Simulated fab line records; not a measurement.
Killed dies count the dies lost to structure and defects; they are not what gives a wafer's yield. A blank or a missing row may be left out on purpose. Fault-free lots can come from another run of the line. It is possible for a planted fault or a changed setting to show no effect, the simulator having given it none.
Which tool did it? / flow nandHarc / 6 lots with 16 wafers sampled at 6 steps, on a route of 1302 steps

## WHAT EACH GAUGE READ, for each wafer
NHARC_END_SORT_01.
lot=L732; measured=day 34 07:50; on=prober-02; killedAtArray=155

## EACH LOT AND THE TOOL THAT RAN IT (in order: tool; ch and the chambers of the sampled wafers; start)
lot=L713; NHARC_A_STAIRCASE_ETCHBACK_416=rieDiel-12 ch 0,3, day 17 08:32 or earlier; NHARC_A_STAIRCASE_STRIP_476=rieDiel-12 ch 0,2,3, day 17 08:32; NHARC_A_STAIRCASE_DEP_417=pecvd-01 ch 0,1, day 17 08:38; NHARC_A_STAIRCASE_CMP_152=cmp-03 ch 1,2,3, day 19 01:44; NHARC_A_SGD_CUT_DEP_00=pecvd-03 ch 0,2, day 19 03:32
lot=L717; NHARC_A_STAIRCASE_ETCHBACK_416=rieDiel-12 ch 1,3, day 19 01:58 or earlier; NHARC_A_STAIRCASE_STRIP_476=rieDiel-12 ch 1,2,3, day 19 01:58; NHARC_A_STAIRCASE_DEP_417=pecvd-02 ch 0,1,2, day 19 02:04; NHARC_A_STAIRCASE_CMP_152=cmp-02 ch 1,2, day 20 17:51; NHARC_A_SGD_CUT_DEP_00=pecvd-02 ch 0,2, day 20 19:38
lot=L720; NHARC_A_STAIRCASE_ETCHBACK_416=rieDiel-03 ch 0,3, day 19 21:56 or earlier; NHARC_A_STAIRCASE_STRIP_476=rieDiel-03 ch 1,3, day 19 21:56; NHARC_A_STAIRCASE_DEP_417=pecvd-01 ch 1,2, day 19 22:05; NHARC_A_STAIRCASE_CMP_152=cmp-03 ch 0,1,2, day 21 14:16; NHARC_A_SGD_CUT_DEP_00=pecvd-02 ch 1,2, day 21 16:05
lot=L722; NHARC_A_STAIRCASE_ETCHBACK_416=rieDiel-03 ch 2,3, day 21 15:52 or earlier; NHARC_A_STAIRCASE_STRIP_476=rieDiel-03 ch 2,3, day 21 15:52; NHARC_A_STAIRCASE_DEP_417=pecvd-04 ch 0,1,2, day 21 16:05; NHARC_A_STAIRCASE_CMP_152=cmp-03 ch 2,3, day 23 08:59; NHARC_A_SGD_CUT_DEP_00=pecvd-01 ch 0,1,2, day 23 11:31
lot=L726; NHARC_A_STAIRCASE_ETCHBACK_416=rieDiel-03 ch 0,3, day 23 10:28 or earlier; NHARC_A_STAIRCASE_STRIP_476=rieDiel-03 ch 0,1,3, day 23 10:28; NHARC_A_STAIRCASE_DEP_417=pecvd-04 ch 0,1, day 23 10:35; NHARC_A_STAIRCASE_CMP_152=cmp-02 ch 0,1,2, day 25 04:11; NHARC_A_SGD_CUT_DEP_00=pecvd-03 ch 0,1,2, day 25 05:58
lot=L732; NHARC_A_STAIRCASE_ETCHBACK_416=rieDiel-05 ch 3, day 25 06:13 or earlier; NHARC_A_STAIRCASE_STRIP_476=rieDiel-05 ch 1, day 25 06:13; NHARC_A_STAIRCASE_DEP_417=pecvd-04 ch 2, day 25 06:20; NHARC_A_STAIRCASE_CMP_152=cmp-01 ch 0, day 27 04:54; NHARC_A_SGD_CUT_DEP_00=pecvd-01 ch 1, day 27 09:37
- NHARC_A_STAIRCASE_ETCHBACK_416: etches the open film in C4F8/O2/Ar, target depth 36 nm, time 7.2 s.
- NHARC_A_STAIRCASE_STRIP_476: strips in O2, time 20 s.
- NHARC_A_STAIRCASE_DEP_417: deposits Si3N4, target thk 60 nm.
- NHARC_A_STAIRCASE_CMP_152: polishes.
- NHARC_A_SGD_CUT_DEP_00: deposits SiNx, target thk 50 nm.

## THE ANSWER, worked out from the rows above alone
Rule: what is usual is taken from the lots themselves. Put in order of their means at a reading, lots are off if they are a third of the lots or fewer, leave a main group of 4 or more, and stand apart from it by a gap of 3 or more times the standard deviation of the main group's means; of several such gaps the widest counts. The tables above print the reading to a certain number of digits; a main group whose means all agree to those digits is not used. Also off: a lot with no number at a reading for which 4 or more lots have one. All remaining lots with rows at the step are treated as sound.
Nothing can be told from this: no lot is off at any reading shown.

## WHAT HAD BEEN PUT IN BY THE SIMULATOR
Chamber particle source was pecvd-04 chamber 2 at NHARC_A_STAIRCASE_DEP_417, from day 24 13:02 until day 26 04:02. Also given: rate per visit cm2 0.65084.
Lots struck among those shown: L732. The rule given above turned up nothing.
